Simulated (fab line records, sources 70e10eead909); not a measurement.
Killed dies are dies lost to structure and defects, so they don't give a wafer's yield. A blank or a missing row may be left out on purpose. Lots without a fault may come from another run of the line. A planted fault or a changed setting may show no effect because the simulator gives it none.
Which tool did it? | flow nand_harc | 7 lots, 21 wafers sampled, at 5 steps of a route of 1302

WHAT THE GAUGES READ, wafer by wafer
NHARC_END_SORT_01.
lot  | measured     | on        | defect_limited_yield (%)
L462 | day 29 17:19 | prober-02 | 91.7 89.2 0

WHICH TOOL RAN EACH LOT (tool, then ch and the chambers of the sampled wafers, then the start)
lot  | NHARC_A_BONDPAD_ECD_18         | NHARC_THIN_TSV_DEP_47           | NHARC_THIN_TSV_STRIP_62              | NHARC_THIN_TSV_CMP_21
L451 | ecd_cu-01 ch 0,1, day 24 05:14 | pecvd-04 ch 0,2, day 25 05:27   | plasma_asher-01 ch 0,1, day 25 06:13 | cmp-04 ch 1,2,3, day 25 07:58
L452 | ecd_cu-02 ch 0,1, day 24 09:53 | pecvd-04 ch 0,1,2, day 25 14:13 | plasma_asher-01 ch 0,1, day 25 14:58 | cmp-01 ch 0,1,2, day 25 16:49
L462 | ecd_cu-02 ch 0,1, day 28 03:14 | pecvd-02 ch 2, day 29 00:35     | plasma_asher-01 ch 0,1, day 29 01:24 | cmp-04 ch 1,3, day 29 03:05
L464 | ecd_cu-01 ch 0,1, day 30 04:09 | pecvd-04 ch 0,1, day 30 20:10   | plasma_asher-02 ch 0,1, day 30 20:52 | cmp-03 ch 0,1,2, day 30 22:34
L468 | ecd_cu-02 ch 0,1, day 31 12:11 | pecvd-04 ch 1,2, day 32 04:31   | plasma_asher-01 ch 0,1, day 32 05:20 | cmp-03 ch 2,3, day 32 07:22
L471 | ecd_cu-01 ch 0,1, day 33 01:08 | pecvd-04 ch 0,2, day 33 16:34   | plasma_asher-01 ch 0,1, day 33 17:20 | cmp-03 ch 0,1,2, day 33 19:05
L472 | ecd_cu-01 ch 0,1, day 33 07:48 | pecvd-02 ch 1,2, day 33 20:56   | plasma_asher-01 ch 0,1, day 33 21:38 | cmp-03 ch 0,3, day 33 23:20
- NHARC_A_BONDPAD_ECD_18: material Cu, target thk 400 nm.
- NHARC_THIN_TSV_DEP_47: deposits SiO2, target thk 200 nm.
- NHARC_THIN_TSV_STRIP_62: strips in N2/H2, time 20 s.
- NHARC_THIN_TSV_CMP_21: polishes, t overpolish 30 s, target thk 2000 nm.

THE ANSWER, worked out from the rows above alone
Rule: what is usual is taken from the lots themselves. Put in order of their means at a reading, lots are off if they are a third of the lots or fewer, leave a main group of 4 or more, and stand apart from it by a gap of 3 or more times the standard deviation of the main group's means; of several such gaps the widest counts. A main group whose means are all the same, to the digits that the tables above print for the reading, isn't used. A lot without any number at a reading at which 4 lots or more have one is off too. The other lots that the step has rows for count as sound.
No lot is off at any reading shown: from this, nothing can be told.

WHAT THE SIMULATOR HAD PUT IN
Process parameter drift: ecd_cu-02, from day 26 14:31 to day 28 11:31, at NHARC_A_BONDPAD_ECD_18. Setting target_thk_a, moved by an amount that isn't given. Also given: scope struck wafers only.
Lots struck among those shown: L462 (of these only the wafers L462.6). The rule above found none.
